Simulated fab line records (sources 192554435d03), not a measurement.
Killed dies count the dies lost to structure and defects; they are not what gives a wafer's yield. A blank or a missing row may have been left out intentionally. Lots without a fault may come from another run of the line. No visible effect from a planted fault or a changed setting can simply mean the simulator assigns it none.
fab line records	flow n5_finfet
record: lots: 12	wafers: 32	last_day: 17
route steps=1938 shown BEOL_M2@887 PAD_METAL@1896 PASSIVATION@1928
lots that met no fault: from a run of the same line without faults
start_h: the number of hours between the record's first day and the start of the first shown wafer of the lot	wait_h: hours from the lot's prior step to this one	" the same as in the row above	L1.1+2: a row that stands for several wafers	- either no value or no given start	* or withheld: withheld	< > ~ a bound
route shown NAME@n: names a module that has steps shown in the file, with the first one's number in the route	usual: mean/standard deviation of fault-free wafers	same: alike in all rows	chamber/n: place in a boat	sites: the reading at each site	_std_site: their standard deviation	_edge_site: inner sites' mean taken away from outer sites' mean	radius_mm: for every site, how far away it sits from the centre of the wafer	mask NAME#n: copy n	behind: the most recent tool/chamber to have shaped the wafer	hold: what put the lot on hold/how long, in hours/how the hold closed	device: which transistor (n, p or np) failed to switch	end of line: the route-end tests of the same wafers	a step without rows: its recipe alone	killed: the dies lost at the first sort to structure and to defects; this is not the yield of the wafer	map: per-die view of a wafer (x killed, . not killed, _ where there is no die)
set.NAME: the setting the step ran with; set.NAME@STEP: the setting that earlier step ran with	model.NAME: the simulator's own value behind a step, which no gauge read
route steps across a sampled set of lots; one table per step, one row per wafer
services: the hour from which a tool's chamber was out of use, counted from the record's first day as start_h (under 0 if before that day), plus the number of hours and why
== steps ==
step: N5_BEOL_M2_VIA_ETCH_34
recipe: chemistry: C4F6/O2	target_depth_a: 694	mask_material: SOC	pressure_mtorr: 15	ion_energy_ev: 250	taper_deg: 4	time_s: 65.9	source_w: 350	bias_w: 170	Ar_flow_sccm: 300	C4F6_flow_sccm: 10	O2_flow_sccm: 10
usual: C4F6_flow_sccm: 10.00/0.03	drypump_motor_current_A: 5.7/0.47	oes_product_au: 0.80/0.082	rf_fwd_power_W: 346.9/1.4	rf_vpp_V: 662/23	showerhead_plenum_p_Torr: 2.84/0.081	throttle_valve_pct: 31.0/0.34
lot.wafer	tool	chamber	start_h	wait_h	C4F6_flow_sccm	drypump_motor_current_A	oes_product_au	rf_fwd_power_W	rf_hours_counter_h	rf_vpp_V	showerhead_plenum_p_Torr	throttle_valve_pct
L930.4	rie_diel-04	2	141.19	0.0	10.00	5.3	0.96	348.1	7	679	2.80	30.3
L930.5	"	0	"	"	10.01	5.9	0.78	346.0	-	642	2.73	30.4
L930.6	"	3	"	"	9.95	6.0	0.97	347.4	-	685	2.79	30.7
L933.2	rie_diel-01	3	157.78	0.0	10.03	6.0	0.81	347.8	91	684	2.91	31.3
L933.3	"	0	"	"	10.03	6.3	0.78	345.7	133	684	2.89	31.0
L932.3	rie_diel-04	1	161.23	0.0	10.00	5.4	0.85	344.4	46	624	2.92	30.8
L932.5	"	0	"	"	10.03	5.9	0.78	346.5	-	641	2.72	30.4
L932.6	"	1	"	"	9.99	5.4	0.86	345.4	-	625	2.92	30.8
L936.1	rie_diel-01	0	179.25	0.0	10.03	6.3	0.78	345.2	140	683	2.88	31.0
L936.6	"	1	"	"	9.99	5.8	0.68	346.2	-	674	2.80	31.5
L939.2	rie_diel-05	2	192.61	0.0	10.02	6.7	0.70	349.2	189	650	2.79	31.2
L939.3	"	3	"	"	9.96	5.0	0.92	345.3	29	660	2.82	31.0
L939.6	"	0	"	"	10.02	5.1	0.85	348.1	-	666	2.80	31.3
L940.2	rie_diel-04	1	201.45	0.0	9.98	5.4	0.85	347.1	61	626	2.92	30.8
L940.4	"	0	"	"	10.01	5.9	0.76	348.4	132	642	2.72	30.4
L940.5	"	3	"	"	10.00	6.0	0.94	346.5	-	686	2.78	30.7
L941.2	rie_diel-05	1	210.46	0.0	10.03	5.8	0.84	347.0	63	685	2.77	30.7
L941.3	"	2	"	"	10.00	6.7	0.70	348.3	194	651	2.79	31.2
L941.6	"	3	"	"	10.03	5.0	0.91	345.6	-	662	2.81	31.0
L946.2	rie_diel-01	3	242.41	0.0	9.99	6.0	0.78	345.6	119	683	2.89	31.3
L946.6	"	0	"	"	10.06	6.3	0.77	343.9	-	684	2.88	31.0
L947.1	rie_diel-05	2	245.29	0.0	10.01	6.7	0.69	348.0	208	650	2.79	31.2
L947.2	"	0	"	"	10.01	5.0	0.83	347.2	87	666	2.79	31.3
L950.2	rie_diel-05	0	259.04	0.0	10.02	5.1	0.82	347.6	93	667	2.79	31.3
L950.5	"	2	"	"	9.97	6.7	0.67	347.8	-	649	2.78	31.2
L950.6	"	1	"	"	9.98	5.8	0.83	346.5	-	686	2.76	30.7
L951.4	rie_diel-01	2	265.47	0.0	9.99	5.3	0.73	347.5	-	628	2.98	31.1
L951.5	"	0	"	"	10.01	6.3	0.76	344.5	-	684	2.87	31.1
L951.6	"	3	"	"	10.02	6.0	0.78	344.9	-	682	2.89	31.3
L952.2	rie_diel-05	0	278.30	0.0	10.02	5.1	0.81	346.9	99	667	2.79	31.3
L952.4	"	1	"	"	9.98	5.8	0.82	346.5	86	685	2.76	30.7
L952.6	"	2	"	"	9.99	6.7	0.68	348.1	-	649	2.78	31.2
step: N5_PASSIVATION_AL_DEP_21
recipe: material: Al	target_thk_a: 28000	temp_c: 400	time_s: 170	power_w: 30000	chamber_pressure_pa: 0.4	gas: Ar
usual: throttle_valve_pct: 29.8/1.1
lot.wafer	tool	chamber	start_h	wait_h	throttle_valve_pct
L930.4	pvd_sputter-02	-	266.88	0.1	29.9
L930.5	"	-	"	"	29.9
L930.6	"	-	"	"	28.3
L933.2	pvd_sputter-01	-	279.26	0.1	32.2
L933.3	"	-	"	"	29.4
L932.3	pvd_sputter-01	-	282.16	0.1	32.2
L932.5	"	-	"	"	32.1
L932.6	"	-	"	"	29.4
L936.1	pvd_sputter-03	-	298.74	0.1	30.4
L936.6	"	-	"	"	30.2
L939.2	pvd_sputter-02	-	314.12	0.1	30.2
L939.3	"	-	"	"	28.2
L939.6	"	-	"	"	30.3
L940.2	pvd_sputter-01	-	318.42	0.1	28.4
L940.4	"	-	"	"	29.3
L940.5	"	-	"	"	28.5
L941.2	pvd_sputter-02	-	318.48	0.1	30.1
L941.3	"	-	"	"	30.5
L941.6	"	-	"	"	30.4
L946.2	pvd_sputter-03	-	359.94	0.1	30.0
L946.6	"	-	"	"	30.2
L947.1	pvd_sputter-03	-	372.90	0.1	28.6
L947.2	"	-	"	"	30.3
L950.2	pvd_sputter-01	-	378.22	0.1	32.0
L950.5	"	-	"	"	29.2
L950.6	"	-	"	"	32.2
L951.4	pvd_sputter-02	-	388.15	0.1	30.0
L951.5	"	-	"	"	30.5
L951.6	"	-	"	"	30.3
L952.2	pvd_sputter-01	-	409.06	0.1	28.5
L952.4	"	-	"	"	29.4
L952.6	"	-	"	"	32.0
step: N5_PASSIVATION_DESCUM_46
recipe: chemistry: O2	time_s: 7.9	source_power_w: 50	bias_power_w: 20	pressure_mtorr: 20	rf_frequency_hz: 2.712e+07	temp_c: 40	o2_flow_sccm: 225
usual: bias_power_w: 20.00/0.063	drypump_motor_current_A: 5.7/0.49	oes_product_au: 0.80/0.063	rf_fwd_power_W: 49.37/0.22	rf_vpp_V: 242.3/0.94	showerhead_plenum_p_Torr: 2.05/0.04	throttle_valve_pct: 20.48/0.19
lot.wafer	tool	chamber	start_h	wait_h	bias_power_w	drypump_motor_current_A	oes_product_au	rf_fwd_power_W	rf_hours_counter_h	rf_vpp_V	showerhead_plenum_p_Torr	throttle_valve_pct
L930.4	rie_diel-05	2	269.74	0.0	19.90	6.7	0.70	49.45	217	242.4	2.05	20.88
L930.5	"	1	"	"	20.08	5.8	0.83	49.34	-	241.7	2.05	20.60
L930.6	"	2	"	"	19.89	6.7	0.71	49.47	-	242.2	2.05	20.88
L933.2	rie_diel-05	2	282.02	0.2	20.06	6.7	0.70	49.47	223	242.5	2.05	20.90
L933.3	"	1	"	"	20.01	5.8	0.82	49.42	87	242.6	2.05	20.63
L932.3	rie_diel-04	2	284.77	0.0	20.02	5.4	0.86	49.46	49	242.3	2.06	20.29
L932.5	"	0	"	"	20.10	5.9	0.75	49.31	-	241.4	1.99	20.32
L932.6	"	1	"	"	20.05	5.4	0.83	48.99	-	243.5	2.13	20.52
L936.1	rie_diel-05	3	301.43	0.0	19.93	5.0	0.87	49.19	69	241.3	2.03	20.29
L936.6	"	1	"	"	19.99	5.8	0.81	49.18	-	242.4	2.05	20.62
L939.2	rie_diel-04	1	316.75	0.1	19.93	5.4	0.81	49.09	105	244.9	2.12	20.55
L939.3	"	2	"	"	20.04	5.4	0.84	49.17	61	241.7	2.05	20.29
L939.6	"	2	"	"	19.87	5.3	0.84	49.49	-	241.2	2.05	20.32
L941.2	rie_diel-05	1	321.02	0.3	19.96	5.8	0.81	49.32	97	241.8	2.05	20.63
L941.3	"	0	"	"	19.99	5.1	0.81	49.48	115	242.7	2.01	20.39
L941.6	"	0	"	"	19.85	5.1	0.81	49.51	-	242.3	2.01	20.40
L940.2	rie_diel-01	3	321.12	0.0	20.00	6.0	0.75	49.25	150	241.9	2.07	20.51
L940.4	"	0	"	"	20.07	6.3	0.72	49.11	-	241.7	2.09	20.60
L940.5	"	0	"	"	20.05	6.3	0.71	49.07	-	241.6	2.09	20.59
L946.2	rie_diel-05	2	362.81	0.1	19.85	6.7	0.68	49.53	248	242.9	2.04	20.94
L946.6	"	2	"	"	20.02	6.7	0.67	49.53	-	241.7	2.04	20.93
L947.1	rie_diel-04	0	375.37	0.0	20.01	5.9	0.72	49.41	193	241.6	1.98	20.38
L947.2	"	1	"	"	20.08	5.4	0.79	48.80	124	242.4	2.12	20.59
L950.2	rie_diel-01	1	381.18	0.1	20.05	5.8	0.90	49.71	31	242.4	2.06	20.82
L950.5	"	1	"	"	19.93	5.8	0.90	49.83	-	241.6	2.06	20.82
L950.6	"	0	"	"	19.98	6.3	0.72	48.97	-	242.2	2.09	20.61
L951.4	rie_diel-05	0	390.47	0.0	20.07	5.1	0.77	49.24	142	242.2	2.00	20.43
L951.5	"	0	"	"	20.15	5.1	0.77	49.49	-	243.6	2.00	20.42
L951.6	"	1	"	"	20.02	5.8	0.78	49.72	-	240.5	2.04	20.67
L952.2	rie_diel-04	3	411.48	0.0	20.06	6.0	0.81	49.36	107	242.4	2.02	20.33
L952.4	"	2	"	"	20.08	5.3	0.81	49.54	-	241.6	2.04	20.38
L952.6	"	3	"	"	19.98	6.0	0.81	49.45	-	242.1	2.02	20.32
step: N5_PASSIVATION_PROBE_49
usual: defect_limited_yield: 91.2/1.4	killed_at_M0_to_M3: 32/9.3	killed_at_M4_up: 14/4.9	killed_at_contacts: 15/7.5	killed_at_front_end: 40/11	killed_at_other: 4/3.3	killed_dies: 104/17	killed_on_rim: 13/4.2	killed_open: 68/14	killed_short: 33/7.9	sort_bin_5_function: 5.2/0.99	sort_bin_6_memory: 3.2/0.65	sort_n_pass: 1076/17	sort_yield_pct: 91.1/1.5
same: gross_dies: 1180	killed_at_back_side: 0	sort_bin_4_leakage[%]: 0	sort_bin_8_speed[%]: 0
lot.wafer	tool	chamber	start_h	wait_h	defect_limited_yield[%]	killed_at_M0_to_M3	killed_at_M4_up	killed_at_contacts	killed_at_front_end	killed_at_other	killed_dies	killed_on_rim	killed_open	killed_short	sort_bin_5_function[%]	sort_bin_6_memory[%]	sort_n_pass	sort_yield_pct[%]
L930.4	prober-01	-	272.95	0.2	91.9	18	25	20	26	7	96	10	67	29	4.8	3.2	1084	91.9
L930.5	prober-01	-	273.00	0.2	92.3	34	16	13	27	1	91	11	64	27	4.2	3.1	1089	92.3
L930.6	prober-01	-	273.05	0.3	93.9	26	11	7	27	1	72	7	54	17	3.9	1.9	1108	93.9
L933.2	prober-02	-	285.11	0.1	90.3	37	12	7	54	5	115	13	67	45	6.0	3.1	1065	90.3
L933.3	prober-02	-	285.16	0.1	89.5	41	12	23	45	3	124	18	84	33	5.7	4.6	1056	89.5
L932.3	prober-02	-	287.91	0.1	80.8	170	7	31	16	2	226	17	60	40	12.2	3.9	954	80.8
L932.5	prober-02	-	288.01	0.2	74.2	166	12	29	95	2	304	30	72	36	18.1	4.7	876	74.2
L932.6	prober-02	-	288.06	0.3	81.4	162	11	14	30	2	219	15	51	33	11.4	4.4	961	81.4
L936.1	prober-01	-	304.47	0.0	92.6	25	20	5	30	7	87	8	50	27	4.8	2.3	1093	92.6
L936.6	prober-01	-	304.72	0.3	93.8	15	27	10	15	6	73	12	49	22	3.6	2.3	1107	93.8
L939.2	prober-02	-	319.84	0.1	89.8	45	15	20	22	18	120	12	78	39	6.3	3.5	1060	89.8
L939.3	prober-02	-	319.89	0.1	90.8	41	12	20	31	4	108	13	55	52	5.8	3.0	1072	90.8
L939.6	prober-02	-	320.04	0.3	91.5	34	13	22	25	6	100	14	65	34	5.1	3.2	1080	91.5
L941.2	prober-01	-	324.11	0.1	91.4	28	12	9	50	3	102	14	58	40	5.5	2.8	1078	91.4
L941.3	prober-01	-	324.16	0.1	93.0	22	10	11	39	1	83	11	61	20	4.3	2.5	1097	93.0
L941.6	prober-01	-	324.31	0.3	91.3	35	16	7	44	1	103	11	64	31	4.9	2.8	1077	91.3
L940.2	prober-02	-	324.91	0.1	80.5	167	20	14	24	5	230	14	51	41	12.0	4.7	950	80.5
L940.4	prober-02	-	325.01	0.2	79.7	156	11	11	52	9	239	14	58	33	12.2	4.2	941	79.7
L940.5	prober-02	-	325.06	0.2	80.8	142	11	25	42	7	227	29	76	36	12.5	4.2	953	80.8
L946.2	prober-01	-	365.91	0.1	91.7	31	9	16	31	11	98	15	64	25	5.1	3.0	1082	91.7
L946.6	prober-01	-	366.11	0.3	89.7	32	15	20	52	2	121	11	83	37	6.2	3.8	1059	89.7
L947.1	prober-02	-	378.42	0.0	89.9	38	14	19	46	2	119	18	82	36	6.1	3.6	1061	89.9
L947.2	prober-02	-	378.47	0.1	91.1	34	14	12	42	3	105	15	77	28	5.6	3.3	1075	91.1
L950.2	prober-02	-	384.68	0.1	91.4	32	7	13	48	2	102	11	62	30	4.7	3.0	1078	91.4
L950.5	prober-02	-	384.83	0.2	90.2	18	21	11	64	2	116	11	82	33	5.0	4.7	1064	90.2
L950.6	prober-02	-	384.88	0.3	92.5	20	9	12	43	4	88	9	65	21	4.7	2.6	1092	92.5
L951.4	prober-01	-	393.68	0.2	92.7	22	16	14	33	1	86	13	49	29	3.9	2.4	1094	92.7
L951.5	prober-01	-	393.73	0.2	93.5	24	18	9	25	1	77	6	57	19	4.2	2.4	1103	93.5
L951.6	prober-01	-	393.78	0.3	92.7	25	13	20	28	0	86	20	55	23	3.4	3.2	1094	92.7
L952.2	prober-02	-	414.57	0.1	90.9	32	11	21	42	1	107	12	70	36	5.0	3.6	1073	90.9
L952.4	prober-02	-	414.67	0.2	90.8	29	19	14	45	1	108	15	76	28	5.6	3.4	1072	90.8
L952.6	prober-02	-	414.77	0.3	91.1	25	24	10	40	6	105	22	72	33	5.5	3.1	1075	91.1
killed by level:class
L930.4 MOL_CONTACT_COAG:geometric_particle:open=18 BEOL_M4:geometric_particle:open=12 STI_FIN_REVEAL:geometric_particle:open=8 BEOL_M0_SAQP:geometric_particle:short=6 BEOL_M5:geometric_particle:open=6 BEOL_M0_SAQP:geometric_particle:open=4 STARTING-WAFER:geometric_particle:short=4 BEOL_M0:geometric_particle:open=3
L930.5 BEOL_M1:geometric_particle:open=10 MOL_CONTACT_COAG:geometric_particle:open=9 FIN_SAQP:geometric_particle:open=6 STI_FIN_REVEAL:geometric_particle:open=6 BEOL_M0:geometric_particle:open=6 BEOL_M0_SAQP:geometric_particle:open=5 BEOL_M4:geometric_particle:open=5 MOL_CONTACT_COAG:geometric_particle:short=4
L930.6 BEOL_M1:geometric_particle:open=10 STI_FIN_REVEAL:geometric_particle:open=9 MOL_CONTACT_COAG:geometric_particle:open=7 BEOL_M0_SAQP:geometric_particle:open=7 FIN_SAQP:geometric_particle:open=4 BEOL_M5:geometric_particle:open=4 STARTING-WAFER:geometric_particle:short=3 FIN_SAQP:geometric_particle:short=2
L933.2 FIN_SAQP:geometric_particle:short=13 FIN_SAQP:geometric_particle:open=12 BEOL_M0:geometric_particle:open=7 BEOL_M1:geometric_particle:open=7 STI_FIN_REVEAL:geometric_particle:open=6 MOL_CONTACT_COAG:geometric_particle:open=5 GATE_CUT:geometric_particle:open=4 BEOL_M0_SAQP:geometric_particle:open=4
L933.3 GATE_CUT:geometric_particle:short=12 MOL_CONTACT_COAG:geometric_particle:open=12 BEOL_M0:geometric_particle:open=12 BEOL_M1:geometric_particle:open=11 FIN_SAQP:geometric_particle:open=8 BEOL_M2:geometric_particle:open=8 BEOL_M3:geometric_particle:open=6 MOL_CONTACT_COAG:geometric_particle:short=6
L932.3 BEOL_M2:unspecified=126 MOL_CONTACT_COAG:geometric_particle:open=26 BEOL_M0_SAQP:geometric_particle:short=15 BEOL_M0_SAQP:geometric_particle:open=13 MOL_CONTACT_COAG:geometric_particle:short=5 FIN_SAQP:geometric_particle:short=4 BEOL_M2:geometric_particle:open=4 FIN_SAQP:geometric_particle:open=3
L932.5 BEOL_M2:unspecified=127 FIN_CUT:area_etch=65 MOL_CONTACT_COAG:geometric_particle:open=25 BEOL_M0_SAQP:geometric_particle:short=10 BEOL_M0_SAQP:geometric_particle:open=9 FIN_SAQP:geometric_particle:open=7 BEOL_M4:geometric_particle:open=7 BEOL_M2:geometric_particle:open=6
L932.6 BEOL_M2:unspecified=135 MOL_CONTACT_COAG:geometric_particle:open=13 FIN_SAQP:geometric_particle:open=7 BEOL_M1:geometric_particle:short=7 BEOL_M0_SAQP:geometric_particle:open=6 GATE_CUT:geometric_particle:short=5 STARTING-WAFER:geometric_particle:short=5 BEOL_M0_SAQP:geometric_particle:short=4
L936.1 FIN_CUT:area_etch=8 BEOL_M4:geometric_particle:open=7 STI_FIN_REVEAL:geometric_particle:open=5 BEOL_M0_SAQP:geometric_particle:short=5 BEOL_M1:geometric_particle:open=5 BEOL_M2:geometric_particle:open=5 DUMMY_GATE:geometric_particle:open=4 BEOL_M1:geometric_particle:short=4
L936.6 BEOL_M4:geometric_particle:open=16 BEOL_M5:geometric_particle:open=6 MOL_CONTACT_COAG:geometric_particle:open=5 MOL_CONTACT_COAG:geometric_particle:short=5 BEOL_M4:geometric_particle:short=5 STI_FIN_REVEAL:geometric_particle:open=4 DUMMY_GATE:geometric_particle:open=4 BEOL_M0_SAQP:geometric_particle:short=4
L939.2 BEOL_M3:geometric_particle:open=15 MOL_CONTACT_COAG:geometric_particle:open=12 BEOL_M0_SAQP:geometric_particle:open=10 MOL_CONTACT_COAG:geometric_particle:short=8 GATE_CUT:geometric_particle:open=6 PASS1_DEP:geometric_particle:open=5 BEOL_M0_SAQP:geometric_particle:short=5 BEOL_M3:geometric_particle:short=5
L939.3 MOL_CONTACT_COAG:geometric_particle:short=15 BEOL_M3:geometric_particle:open=10 FIN_SAQP:geometric_particle:short=9 BEOL_M3:geometric_particle:short=9 BEOL_M1:geometric_particle:open=7 FIN_SAQP:geometric_particle:open=6 DUMMY_GATE:geometric_particle:open=5 MOL_CONTACT_COAG:geometric_particle:open=5
L939.6 MOL_CONTACT_COAG:geometric_particle:open=17 BEOL_M3:geometric_particle:open=15 BEOL_M4:geometric_particle:open=7 FIN_SAQP:geometric_particle:short=6 GATE_CUT:geometric_particle:short=6 BEOL_M2:geometric_particle:open=6 FIN_SAQP:geometric_particle:open=5 MOL_CONTACT_COAG:geometric_particle:short=5
L941.2 FIN_SAQP:geometric_particle:short=19 BEOL_M0_SAQP:geometric_particle:open=11 MOL_CONTACT_COAG:geometric_particle:open=9 FIN_SAQP:geometric_particle:open=6 GATE_CUT:geometric_particle:short=6 BEOL_M1:geometric_particle:open=5 BEOL_M5:geometric_particle:open=5 STARTING-WAFER:geometric_particle:open=5
L941.3 FIN_SAQP:geometric_particle:open=13 FIN_SAQP:geometric_particle:short=10 MOL_CONTACT_COAG:geometric_particle:open=10 BEOL_M2:geometric_particle:open=8 BEOL_M3:geometric_particle:open=6 GATE_CUT:geometric_particle:open=5 BEOL_M1:geometric_particle:open=4 DUMMY_GATE:geometric_particle:open=3
L941.6 BEOL_M0_SAQP:geometric_particle:open=10 BEOL_M0_SAQP:geometric_particle:short=9 FIN_SAQP:geometric_particle:open=8 BEOL_M4:geometric_particle:open=8 HKMG_FIN:area_etch=7 DUMMY_GATE:geometric_particle:open=6 MOL_CONTACT_COAG:geometric_particle:open=6 BEOL_M2:geometric_particle:open=6
L940.2 BEOL_M2:unspecified=136 BEOL_M0_SAQP:geometric_particle:short=11 BEOL_M4:geometric_particle:open=9 BEOL_M3:geometric_particle:open=8 MOL_CONTACT_COAG:geometric_particle:short=7 MOL_CONTACT_COAG:geometric_particle:open=7 FIN_SAQP:geometric_particle:short=5 FIN_SAQP:geometric_particle:open=4
L940.4 BEOL_M2:unspecified=131 FIN_SAQP:geometric_particle:short=14 HKMG_FIN:area_etch=13 MOL_CONTACT_COAG:geometric_particle:open=10 FIN_SAQP:geometric_particle:open=9 STI_FIN_REVEAL:geometric_particle:open=7 BEOL_M0_SAQP:geometric_particle:open=6 BEOL_M3:geometric_particle:open=6
L940.5 BEOL_M2:unspecified=108 MOL_CONTACT_COAG:geometric_particle:open=23 FIN_SAQP:geometric_particle:short=12 FIN_SAQP:geometric_particle:open=10 BEOL_M0_SAQP:geometric_particle:open=6 BEOL_M3:geometric_particle:open=6 BEOL_M2:geometric_particle:open=6 BEOL_M1:geometric_particle:open=5
L946.2 MOL_CONTACT_COAG:geometric_particle:open=11 PASSIVATION:area_etch=9 BEOL_M3:geometric_particle:open=8 STI_FIN_REVEAL:geometric_particle:open=6 MOL_CONTACT_COAG:geometric_particle:short=5 BEOL_M0_SAQP:geometric_particle:open=5 BEOL_M1:geometric_particle:open=5 DUMMY_GATE:geometric_particle:open=4
L946.6 MOL_CONTACT_COAG:geometric_particle:open=15 STI_FIN_REVEAL:geometric_particle:open=14 BEOL_M3:geometric_particle:open=11 FIN_SAQP:geometric_particle:open=8 BEOL_M0_SAQP:geometric_particle:open=7 GATE_CUT:geometric_particle:short=6 DUMMY_GATE:geometric_particle:open=6 BEOL_M0_SAQP:geometric_particle:short=6
L947.1 MOL_CONTACT_COAG:geometric_particle:open=14 DUMMY_GATE:geometric_particle:open=10 BEOL_M0_SAQP:geometric_particle:open=9 BEOL_M4:geometric_particle:open=7 BEOL_M3:geometric_particle:open=7 STI_FIN_REVEAL:geometric_particle:open=6 GATE_CUT:geometric_particle:open=6 BEOL_M0_SAQP:geometric_particle:short=6
L947.2 FIN_SAQP:geometric_particle:open=10 MOL_CONTACT_COAG:geometric_particle:open=10 STI_FIN_REVEAL:geometric_particle:open=9 DUMMY_GATE:geometric_particle:open=9 BEOL_M0_SAQP:geometric_particle:short=8 BEOL_M2:geometric_particle:open=8 BEOL_M4:geometric_particle:open=7 BEOL_M0_SAQP:geometric_particle:open=7
L950.2 FIN_SAQP:geometric_particle:open=16 MOL_CONTACT_COAG:geometric_particle:open=11 BEOL_M1:geometric_particle:open=7 HKMG_FIN:area_etch=7 BEOL_M0_SAQP:geometric_particle:short=6 BEOL_M3:geometric_particle:open=5 FIN_SAQP:geometric_particle:short=4 STI_FIN_REVEAL:geometric_particle:open=4
L950.5 FIN_SAQP:geometric_particle:open=11 STI_FIN_REVEAL:geometric_particle:open=11 MOL_CONTACT_COAG:geometric_particle:open=10 BEOL_M4:geometric_particle:open=9 DUMMY_GATE:geometric_particle:open=6 STI_FIN_REVEAL:geometric_particle:short=6 BEOL_M3:geometric_particle:open=6 FIN_SAQP:geometric_particle:short=5
L950.6 STI_FIN_REVEAL:geometric_particle:open=15 FIN_SAQP:geometric_particle:open=10 MOL_CONTACT_COAG:geometric_particle:open=10 BEOL_M3:geometric_particle:open=7 BEOL_M4:geometric_particle:open=5 ILD0:geometric_particle:short=4 ILD0:geometric_particle:open=3 BEOL_M1:geometric_particle:open=3
L951.4 MOL_CONTACT_COAG:geometric_particle:open=10 BEOL_M4:geometric_particle:open=9 HKMG_FIN:area_etch=8 ILD0:geometric_particle:short=6 BEOL_M1:geometric_particle:open=6 BEOL_M2:geometric_particle:open=5 DUMMY_GATE:geometric_particle:open=4 MOL_CONTACT_COAG:geometric_particle:short=4
L951.5 BEOL_M1:geometric_particle:open=10 MOL_CONTACT_COAG:geometric_particle:open=7 BEOL_M4:geometric_particle:open=6 BEOL_M0_SAQP:geometric_particle:open=6 STI_FIN_REVEAL:geometric_particle:open=5 FIN_SAQP:geometric_particle:short=4 DUMMY_GATE:geometric_particle:open=4 GATE_CUT:geometric_particle:short=4
L951.6 MOL_CONTACT_COAG:geometric_particle:open=16 BEOL_M1:geometric_particle:open=11 HKMG_FIN:area_etch=8 BEOL_M4:geometric_particle:open=6 BEOL_M3:geometric_particle:open=5 FIN_SAQP:geometric_particle:open=4 MOL_CONTACT_COAG:geometric_particle:short=4 BEOL_M0_SAQP:geometric_particle:short=4
L952.2 MOL_CONTACT_COAG:geometric_particle:open=15 FIN_SAQP:geometric_particle:open=12 BEOL_M0_SAQP:geometric_particle:short=11 BEOL_M0_SAQP:geometric_particle:open=8 BEOL_M3:geometric_particle:open=7 STI_FIN_REVEAL:geometric_particle:open=6 MOL_CONTACT_COAG:geometric_particle:short=6 FIN_SAQP:geometric_particle:short=5
L952.4 STI_FIN_REVEAL:geometric_particle:open=16 MOL_CONTACT_COAG:geometric_particle:open=13 BEOL_M1:geometric_particle:open=10 BEOL_M2:geometric_particle:open=6 BEOL_M4:geometric_particle:open=6 GATE_CUT:geometric_particle:short=5 STARTING-WAFER:geometric_particle:short=5 FIN_SAQP:geometric_particle:open=4
L952.6 STI_FIN_REVEAL:geometric_particle:open=16 BEOL_M2:geometric_particle:open=8 BEOL_M4:geometric_particle:open=7 MOL_CONTACT_COAG:geometric_particle:open=6 BEOL_M0_SAQP:geometric_particle:open=5 BEOL_M5:geometric_particle:short=5 STARTING-WAFER:geometric_particle:open=5 DUMMY_GATE:geometric_particle:open=4
== services ==
tool	chamber	start_h	hours	kind
rie_diel-04	-	148.85	0.1	repair
rie_diel-04	2	172.28	4.3	repair
rie_diel-05	0	185.05	3.2	repair
rie_diel-04	-	190.71	1.6	repair
rie_diel-05	1	230.89	5.4	repair
rie_diel-04	2	242.38	12.5	repair
rie_diel-01	1	260.23	-	clean
rie_diel-01	1	260.23	-	consumable_replace:esc
rie_diel-01	1	260.23	-	consumable_replace:focus_ring
rie_diel-01	1	260.23	28.3	scheduled_down
rie_diel-01	1	260.23	28.3	vent_cycle
rie_diel-05	2	298.44	8.7	repair
rie_diel-01	2	319.59	4.7	repair
rie_diel-05	3	327.61	10.9	repair
rie_diel-01	-	342.20	0.2	repair
rie_diel-05	-	357.67	2.8	pm
rie_diel-05	2	367.49	-	clean
rie_diel-05	2	367.49	-	consumable_replace:focus_ring
rie_diel-05	2	367.49	10.9	scheduled_down
rie_diel-05	2	367.49	10.9	vent_cycle
== key ==
first_sign: step: N5_PASSIVATION_PROBE_49	reading: killed_at_M0_to_M3	direction: up	sigmas: 14	usual: 32	struck: 160
effect: step: N5_PASSIVATION_PROBE_49	reading: defect_limited_yield	direction: down	sigmas: 8.1	usual: 91.2	struck: 79.6
more_kills_born_at: N5_BEOL_M2_VIA_ETCH_34@rie_diel-04: 763
met_at N5_BEOL_M2_VIA_ETCH_34
struck_lots L932,L940
baseline_loss: step: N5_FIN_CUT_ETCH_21	wafers: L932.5
baseline_loss: step: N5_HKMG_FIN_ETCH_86	wafers: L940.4
not_acting_at N5_PASSIVATION_AL_DEP_21,N5_PASSIVATION_DESCUM_46
onset_between 141.19 161.23
fault: kind: chamber_particle_source	tool: rie_diel-04	chamber: -	onset_h: 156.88	steps: N5_BEOL_M2_VIA_ETCH_34	rate_per_visit_cm2: 1.1299	end_h: 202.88
baseline_loss: these wafers lose ten dies or more at that step, a loss of the line's own and not of a fault; the sort's usual values leave them out
